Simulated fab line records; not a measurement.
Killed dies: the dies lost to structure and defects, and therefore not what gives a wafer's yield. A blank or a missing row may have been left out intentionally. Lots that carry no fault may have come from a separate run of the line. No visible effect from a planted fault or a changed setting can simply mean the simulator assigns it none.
What tool caused it? | flow nandHarc | 33 wafers from 11 lots sampled at 6 of the route's 1302 steps

== WHAT THE GAUGES READ, wafer by wafer ==
NHARC_A_CHANNEL_HOLE_D2_INSPECT_40.
lot  | measured     | on               | rawDefectCount
L372 | day 13 22:44 | defectInspect-02 | 158 223 193
L374 | day 14 21:25 | defectInspect-02 | 340 266 260
L375 | day 15 05:49 | defectInspect-01 | 243 278 200
L377 | day 16 01:38 | defectInspect-01 | 335 254 321
L378 | day 16 01:55 | defectInspect-02 | 346 290 262
L380 | day 16 23:22 | defectInspect-02 | 385 427 369
L379 | day 16 23:40 | defectInspect-02 | 258 344 239
L381 | day 17 17:16 | defectInspect-01 | 326 264 217
L383 | day 18 11:50 | defectInspect-01 | 1436 189 166
L391 | day 21 22:03 | defectInspect-02 | 367 269 295
L390 | day 21 23:07 | defectInspect-01 | 199 165 156

NHARC_END_SORT_01.
lot  | measured     | on        | killedAtArray | killedAtOther | killedAtPeriphery | killedDies | killedOpen | killedShort
L383 | day 29 14:55 | prober-01 | 130 23 24     | 0 1 2         | 3 8 5             | 133 32 31  | 5 3 8      | 3 4 3

== WHICH TOOL RAN EACH LOT (tool, then ch and the chambers of the sampled wafers, then the start) ==
lot  | NHARC_A_CHANNEL_HOLE_D2_ETCH_16   | NHARC_A_CHANNEL_HOLE_D2_ETCH_20 | NHARC_A_CHANNEL_HOLE_D2_ETCH_22 | NHARC_A_CHANNEL_HOLE_D2_STRIP_28
L372 | rieDiel-07 ch 1,3, day 13 16:25   | harEtch-01 ch 0,1, day 13 17:11 | harEtch-01 ch 0,1, day 13 17:58 | rieDiel-05 ch 0,1, day 13 22:44 or earlier
L374 | rieDiel-05 ch 0,2,3, day 14 09:28 | harEtch-02 ch 0,1, day 14 15:51 | harEtch-02 ch 0,1, day 14 16:37 | rieDiel-10 ch 0,1,2, day 14 21:25 or earlier
L375 | rieDiel-10 ch 0,1, day 14 22:17   | harEtch-02 ch 0,1, day 15 00:20 | harEtch-02 ch 0,1, day 15 01:13 | rieDiel-05 ch 0,1,3, day 15 05:49 or earlier
L377 | rieDiel-10 ch 0,2,3, day 15 17:16 | harEtch-02 ch 0,1, day 15 20:02 | harEtch-02 ch 0,1, day 15 20:47 | rieDiel-05 ch 2,3, day 16 01:38 or earlier
L378 | rieDiel-07 ch 1,3, day 15 17:19   | harEtch-01 ch 0,1, day 15 20:25 | harEtch-01 ch 0,1, day 15 21:15 | rieDiel-10 ch 0,1,3, day 16 01:55 or earlier
L380 | rieDiel-10 ch 1,2, day 16 17:02   | harEtch-02 ch 0,1, day 16 17:51 | harEtch-02 ch 0,1, day 16 18:41 | rieDiel-10 ch 2,3, day 16 23:22 or earlier
L379 | rieDiel-05 ch 0,1,3, day 16 17:19 | harEtch-01 ch 0,1, day 16 18:04 | harEtch-01 ch 0,1, day 16 18:56 | rieDiel-05 ch 0,1,2, day 16 23:40 or earlier
L381 | rieDiel-10 ch 1,2,3, day 17 04:45 | harEtch-01 ch 0,1, day 17 11:37 | harEtch-01 ch 0,1, day 17 12:27 | rieDiel-07 ch 0,2,3, day 17 17:16 or earlier
L383 | rieDiel-10 ch 0,1,2, day 18 03:02 | harEtch-02 ch 1, day 18 06:16   | harEtch-02 ch 1, day 18 07:01   | rieDiel-10 ch 0,1,3, day 18 11:50 or earlier
L391 | rieDiel-05 ch 0,1,2, day 21 15:45 | harEtch-01 ch 0,1, day 21 16:34 | harEtch-01 ch 0,1, day 21 17:24 | rieDiel-05 ch 0,3, day 21 22:03 or earlier
L390 | rieDiel-07 ch 0,1,2, day 21 16:46 | harEtch-02 ch 0,1, day 21 17:35 | harEtch-02 ch 0,1, day 21 18:22 | rieDiel-07 ch 0,1,2, day 21 23:07 or earlier
- NHARC_A_CHANNEL_HOLE_D2_ETCH_16: etches the open film in O2/COS, target depth 3100 nm, time 806 s.
- NHARC_A_CHANNEL_HOLE_D2_ETCH_20: etches the open film in C4F8/O2/Ar, time 361.9 s, target depth 1600 nm.
- NHARC_A_CHANNEL_HOLE_D2_ETCH_22: etches the open film in C4F8/O2/Ar, time 666.7 s, target depth 1600 nm.
- NHARC_A_CHANNEL_HOLE_D2_STRIP_28: strips in O2.

== AS READ BY THE TOOLS THEMSELVES (means over the sampled wafers that have a number; for cases with no such wafer, the mark the record gives instead) ==
NHARC_A_CHANNEL_HOLE_D2_ETCH_16.
lot  | tool       | biasW (W) | drypumpMotorCurrentA (A) | oesProductAu (a.u.) | rfVppV (V) | showerheadPlenumPTorr (Torr) | throttleValvePct (%)
L372 | rieDiel-07 | 299.9     | 5.2                      | 1.008               | 314.1      | 3.10                         | 28.337
L374 | rieDiel-05 | 300.9     | 5.6                      | 0.986               | 314.6      | 3.15                         | 28.338
L375 | rieDiel-10 | 300.0     | 5.4                      | 1.005               | 316.0      | 3.30                         | 28.325
L377 | rieDiel-10 | 301.3     | 6.0                      | 1.005               | 313.7      | 3.14                         | 28.330
L378 | rieDiel-07 | 300.7     | 5.2                      | 1.012               | 313.5      | 3.10                         | 28.324
L380 | rieDiel-10 | 300.5     | 5.4                      | 0.998               | 314.9      | 3.15                         | 28.326
L379 | rieDiel-05 | 300.5     | 5.3                      | 1.000               | 313.7      | 3.08                         | 28.325
L381 | rieDiel-10 | 300.6     | 5.6                      | 0.990               | 314.6      | 3.12                         | 28.324
L383 | rieDiel-10 | 300.1     | 5.6                      | 1.000               | 315.2      | 3.23                         | 28.336
L391 | rieDiel-05 | 300.9     | 5.7                      | 0.993               | 312.2      | 3.03                         | 28.331
L390 | rieDiel-07 | 300.3     | 5.4                      | 1.004               | 313.4      | 3.07                         | 28.324

NHARC_A_CHANNEL_HOLE_D2_ETCH_20.
lot  | tool       | drypumpMotorCurrentA (A) | showerheadPlenumPTorr (Torr) | throttleValvePct (%)
L372 | harEtch-01 | 6.1                      | 3.75                         | 32.151
L374 | harEtch-02 | 5.8                      | 3.63                         | 32.153
L375 | harEtch-02 | 6.2                      | 3.67                         | 32.148
L377 | harEtch-02 | 6.2                      | 3.66                         | 32.149
L378 | harEtch-01 | 6.1                      | 3.73                         | 32.155
L380 | harEtch-02 | 5.8                      | 3.61                         | 32.164
L379 | harEtch-01 | 6.0                      | 3.77                         | 32.151
L381 | harEtch-01 | 6.0                      | 3.76                         | 32.147
L383 | harEtch-02 | 6.6                      | 3.70                         | 32.160
L391 | harEtch-01 | 6.0                      | 3.73                         | 32.153
L390 | harEtch-02 | 5.8                      | 3.82                         | 32.147

NHARC_A_CHANNEL_HOLE_D2_ETCH_22.
lot  | tool       | drypumpMotorCurrentA (A) | showerheadPlenumPTorr (Torr) | throttleValvePct (%)
L372 | harEtch-01 | 6.1                      | 3.75                         | 32.168
L374 | harEtch-02 | 5.8                      | 3.63                         | 32.156
L375 | harEtch-02 | 6.2                      | 3.67                         | 32.162
L377 | harEtch-02 | 6.2                      | 3.66                         | 32.147
L378 | harEtch-01 | 6.1                      | 3.73                         | 32.162
L380 | harEtch-02 | 5.8                      | 3.61                         | 32.163
L379 | harEtch-01 | 6.0                      | 3.77                         | 32.156
L381 | harEtch-01 | 6.0                      | 3.76                         | 32.149
L383 | harEtch-02 | 6.6                      | 3.70                         | 32.157
L391 | harEtch-01 | 6.0                      | 3.73                         | 32.152
L390 | harEtch-02 | 5.8                      | 3.82                         | 32.157

NHARC_A_CHANNEL_HOLE_D2_STRIP_28.
lot  | tool       | drypumpMotorCurrentA (A) | oesProductAu (a.u.) | rfVppV (V) | showerheadPlenumPTorr (Torr) | throttleValvePct (%)
L372 | rieDiel-05 | 5.5                      | 0.977               | 58.1       | 3.39                         | 17.033
L374 | rieDiel-10 | 5.6                      | 1.008               | 58.9       | 3.66                         | 17.042
L375 | rieDiel-05 | 5.3                      | 0.990               | 58.0       | 3.48                         | 17.035
L377 | rieDiel-05 | 5.4                      | 0.996               | 58.1       | 3.66                         | 17.029
L378 | rieDiel-10 | 5.8                      | 1.012               | 57.8       | 3.62                         | 17.031
L380 | rieDiel-10 | 5.8                      | 1.007               | 58.6       | 3.45                         | 17.037
L379 | rieDiel-05 | 5.7                      | 0.987               | 58.8       | 3.43                         | 17.032
L381 | rieDiel-07 | 5.6                      | 1.002               | 57.7       | 3.61                         | 17.036
L383 | rieDiel-10 | 5.8                      | 0.993               | 57.9       | 3.62                         | 17.033
L391 | rieDiel-05 | 5.4                      | 0.992               | 57.4       | 3.52                         | 17.033
L390 | rieDiel-07 | 5.5                      | 1.002               | 57.2       | 3.48                         | 17.029

== THE ANSWER, worked out from the rows above alone ==
Rule: usual is defined by the lots themselves. Put in order of their means at a reading, lots are off if they are a third of the lots or fewer, leave a main group of 4 or more, and stand apart from it by a gap of 3 or more times the standard deviation of the main group's means; of several such gaps the widest counts. The tables above print the reading to a certain number of digits; a main group whose means all agree to those digits is not used. Also off: a lot with no number at a reading for which 4 or more lots have one. The other lots that the step has rows for count as sound. Order of review: gauges by route order, followed by the tools' own readings, for which a lot's mean as printed above is used. At the first step where some lot is off, the reading lying furthest off is the one used; lots without a number count as furthest.
Off at NHARC_A_CHANNEL_HOLE_D2_INSPECT_40 (rawDefectCount): L383. The main group has a mean of 275 with a standard deviation of 60.
If a tool, at a process step before that reading, ran all the lots that are off and no sound lot after the first of them, it fits. Those tools and the gauges at NHARC_A_CHANNEL_HOLE_D2_INSPECT_40 are tried in the same way. NHARC_A_CHANNEL_HOLE_D2_STRIP_28: start missing for some lots; hours and lot order therefore follow NHARC_A_CHANNEL_HOLE_D2_INSPECT_40. One candidate fits, namely rieDiel-10 at NHARC_A_CHANNEL_HOLE_D2_ETCH_16 and NHARC_A_CHANNEL_HOLE_D2_STRIP_28. At NHARC_A_CHANNEL_HOLE_D2_ETCH_16 its last sound lot is L381 (day 17 04:45), its first lot that is off L383 (day 18 03:02): a fault that began between those two fits.

== WHAT WAS PUT IN BY THE SIMULATOR ==
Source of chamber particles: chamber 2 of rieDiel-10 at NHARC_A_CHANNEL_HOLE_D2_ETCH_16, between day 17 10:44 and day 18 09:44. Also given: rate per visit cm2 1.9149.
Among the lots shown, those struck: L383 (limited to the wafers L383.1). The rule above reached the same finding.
